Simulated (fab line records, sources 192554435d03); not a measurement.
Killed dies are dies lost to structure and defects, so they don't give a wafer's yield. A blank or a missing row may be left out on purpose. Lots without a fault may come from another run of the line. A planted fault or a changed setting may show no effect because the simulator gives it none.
Which tool did it? | flow n5_finfet | 8 lots, 24 wafers sampled, at 5 steps of a route of 1938

WHAT THE GAUGES READ, wafer by wafer
N5_BEOL_M11_OCD_MEAS_38.
lot  | measured     | on     | trench_depth_nm (nm)
L987 | day 12 13:39 | ocd-01 | 150 144 147
L993 | day 13 14:07 | ocd-02 | 150 143 149
L994 | day 14 03:13 | ocd-02 | 149 144 150
L995 | day 14 09:24 | ocd-02 | 148 143 132
L101 | day 15 05:37 | ocd-02 | 131 149 148
L106 | day 17 04:30 | ocd-01 | 152 148 147
L107 | day 17 04:20 | ocd-02 | 148 141 151
L109 | day 17 21:46 | ocd-01 | 146 151 150

WHICH TOOL RAN EACH LOT (tool, then ch and the chambers of the sampled wafers, then the start)
lot  | N5_BEOL_M11_STRIP_67               | N5_BEOL_M11_HM_OPEN_17            | N5_BEOL_M11_ETCH_66                | N5_BEOL_M11_TRENCH_ETCH_37
L987 | rie_diel-02 ch 0,1, day 12 09:41   | rie_metal-03 ch 1, day 12 09:44   | rie_diel-02 ch 0,1,2, day 12 13:14 | rie_diel-02 ch 0,1,2, day 12 13:28
L993 | rie_diel-04 ch 1,2, day 13 12:31   | rie_metal-01 ch 0,1, day 13 12:34 | rie_diel-02 ch 2,3, day 13 13:42   | rie_diel-02 ch 2,3, day 13 13:56
L994 | rie_diel-02 ch 2,3, day 13 23:10   | rie_metal-03 ch 1, day 13 23:12   | rie_diel-04 ch 0,2,3, day 14 02:49 | rie_diel-04 ch 0,2,3, day 14 03:02
L995 | rie_diel-02 ch 0,2,3, day 14 04:27 | rie_metal-03 ch 0,1, day 14 04:29 | rie_diel-02 ch 0,1,2, day 14 08:59 | rie_diel-02 ch 0,1,2, day 14 09:13
L101 | rie_diel-04 ch 0,1,3, day 15 04:08 | rie_metal-03 ch 0,1, day 15 04:11 | rie_diel-02 ch 0,1,3, day 15 05:12 | rie_diel-02 ch 0,1,3, day 15 05:26
L106 | rie_diel-04 ch 1,2, day 17 02:03   | rie_metal-02 ch 0,1, day 17 02:07 | rie_diel-04 ch 0,1, day 17 04:05   | rie_diel-04 ch 0,1, day 17 04:19
L107 | rie_diel-02 ch 1,2,3, day 17 03:10 | rie_metal-03 ch 0,1, day 17 03:12 | rie_diel-06 ch 0,3, day 17 03:55   | rie_diel-06 ch 0,3, day 17 04:09
L109 | rie_diel-02 ch 0,1, day 17 18:07   | rie_metal-01 ch 1, day 17 18:09   | rie_diel-04 ch 0,1, day 17 21:21   | rie_diel-04 ch 0,1, day 17 21:35
- N5_BEOL_M11_STRIP_67: strips in CF4.
- N5_BEOL_M11_HM_OPEN_17: chemistry Cl2/BCl3, target TiN, target depth 20 nm, overetch 6 nm.
- N5_BEOL_M11_ETCH_66: etches SOC in N2/H2, target depth 120 nm, overetch 24 nm, time 180 s.
- N5_BEOL_M11_TRENCH_ETCH_37: etches SiCOH lowk in C4F6/O2, target depth 148.83 nm, time 48 s.

THE ANSWER, worked out from the rows above alone
Rule: what is usual is taken from the lots themselves. Put in order of their means at a reading, lots are off if they are a third of the lots or fewer, leave a main group of 4 or more, and stand apart from it by a gap of 3 or more times the standard deviation of the main group's means; of several such gaps the widest counts. A main group whose means are all the same, to the digits that the tables above print for the reading, isn't used. A lot without any number at a reading at which 4 lots or more have one is off too. The other lots that the step has rows for count as sound.
Off: L995, L101, at N5_BEOL_M11_OCD_MEAS_38 (trench_depth_nm). The main group: mean 148 nm, standard deviation 0.92.
A tool fits if, at a process step before that reading, it ran every lot that is off, and no sound lot after the first of them. The gauges at N5_BEOL_M11_OCD_MEAS_38 are tried like those tools. One fits: rie_diel-02 at N5_BEOL_M11_ETCH_66 and N5_BEOL_M11_TRENCH_ETCH_37. At N5_BEOL_M11_ETCH_66 its last sound lot is L993 (day 13 13:42), its first lot that is off L995 (day 14 08:59): a fault that began between those two fits.

WHAT THE SIMULATOR HAD PUT IN
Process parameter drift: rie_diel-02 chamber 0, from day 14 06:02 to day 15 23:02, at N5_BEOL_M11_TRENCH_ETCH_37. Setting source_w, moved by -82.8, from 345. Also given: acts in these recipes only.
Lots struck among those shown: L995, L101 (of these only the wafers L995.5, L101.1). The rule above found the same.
